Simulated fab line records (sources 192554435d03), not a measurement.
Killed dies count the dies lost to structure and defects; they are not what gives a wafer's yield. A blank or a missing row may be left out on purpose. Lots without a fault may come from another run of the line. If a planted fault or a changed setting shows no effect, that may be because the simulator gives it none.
Chamber matching | flow n5 finfet | pecvd-02 running N5_BEOL_M14_ILD_DEP_00: 3 sister chambers
The step deposits SiO2 from TEOS/O2, target thk 1119.3 nm, time 237.4 s. 20 wafers are shown with their chamber, then 10 later ones without.

== EACH WAFER AND ITS CHAMBER ==
wafer  | chamber | showerhead plenum p Torr (Torr) | throttle valve pct (%) | heater power outer w (W)
L079.3 | 1       | 8.28                            | 17.1                   | 235
L079.4 | 0       | 8.31                            | 17.8                   | 361
L079.6 | 1       | 8.28                            | 17.3                   | 262
L083.1 | 0       | 8.32                            | 17.6                   | 383
L083.2 | 1       | 8.30                            | 17.4                   | 244
L083.3 | 1       | 8.31                            | 17.2                   | 270
L082.2 | 1       | 8.28                            | 17.1                   | 231
L082.4 | 0       | 8.31                            | 17.6                   | 361
L082.6 | 0       | 8.30                            | 17.8                   | 401
L086.2 | 0       | 8.30                            | 18.0                   | 379
L086.3 | 1       | 8.30                            | 17.2                   | 221
L086.6 | 0       | 8.33                            | 17.7                   | 403
L087.1 | 1       | 8.28                            | 16.9                   | 196
L087.3 | 2       | 8.36                            | 17.1                   | 418
L087.6 | 2       | 8.35                            | 17.2                   | 295
L089.1 | 2       | 8.36                            | 17.2                   | 336
L089.5 | 0       | 8.32                            | 17.6                   | 291
L089.6 | 2       | 8.37                            | 17.2                   | 389
L090.1 | 1       | 8.30                            | 17.1                   | 234
L090.3 | 2       | 8.35                            | 17.4                   | 401

SIGNATURES, as means of the wafers listed above
reading                  | chamber 0 | chamber 1 | chamber 2 | scatter within a chamber
showerhead plenum p Torr | 8.3129    | 8.2912    | 8.3580    | 0.0111
throttle valve pct       | 17.729    | 17.163    | 17.220    | 0.142
heater power outer w     | 368.43    | 236.62    | 367.80    | 36.6
Rule: for a wafer and a chamber, the distance is found by dividing, reading by reading, the gap between the wafer's reading and the chamber's mean by the reading's scatter, squaring, summing and taking the root. If the next closest chamber is less than 2 further off than the closest, the wafer can't be placed; otherwise it belongs to the closest. How the scatter is found: for the shown wafers, subtract from each reading the mean of its chamber, square and add these, divide the total by (wafers less chambers), then take the root.

== WAFERS WITHOUT THEIR CHAMBER ==
wafer  | showerhead plenum p Torr (Torr) | throttle valve pct (%) | heater power outer w (W)
L090.4 | 8.32                            | 17.8                   | 387
L088.1 | 8.28                            | 17.2                   | 252
L088.4 | 8.30                            | 17.8                   | 354
L088.6 | 8.29                            | 17.2                   | 164
L092.1 | 8.35                            | 17.2                   | 375
L092.2 | 8.27                            | 17.1                   | 163
L092.4 | 8.28                            | 17.4                   | 230
L095.3 | 8.37                            | 17.3                   | 367
L095.4 | 8.31                            | 17.8                   | 288
L095.6 | 8.29                            | 17.1                   | 249

== CHAMBER TAKEN BY EACH ==
wafer  | from the rows above | in truth
L090.4 | 0                   | 0
L088.1 | 1                   | 1
L088.4 | 0                   | 0
L088.6 | 1                   | 1
L092.1 | 2                   | 2
L092.2 | 1                   | 1
L092.4 | 1                   | 1
L095.3 | 2                   | 2
L095.4 | 0                   | 0
L095.6 | 1                   | 1
Correctly placed: 10 of 10. Left unplaced by these rows: 0. Wrongly placed: 0.
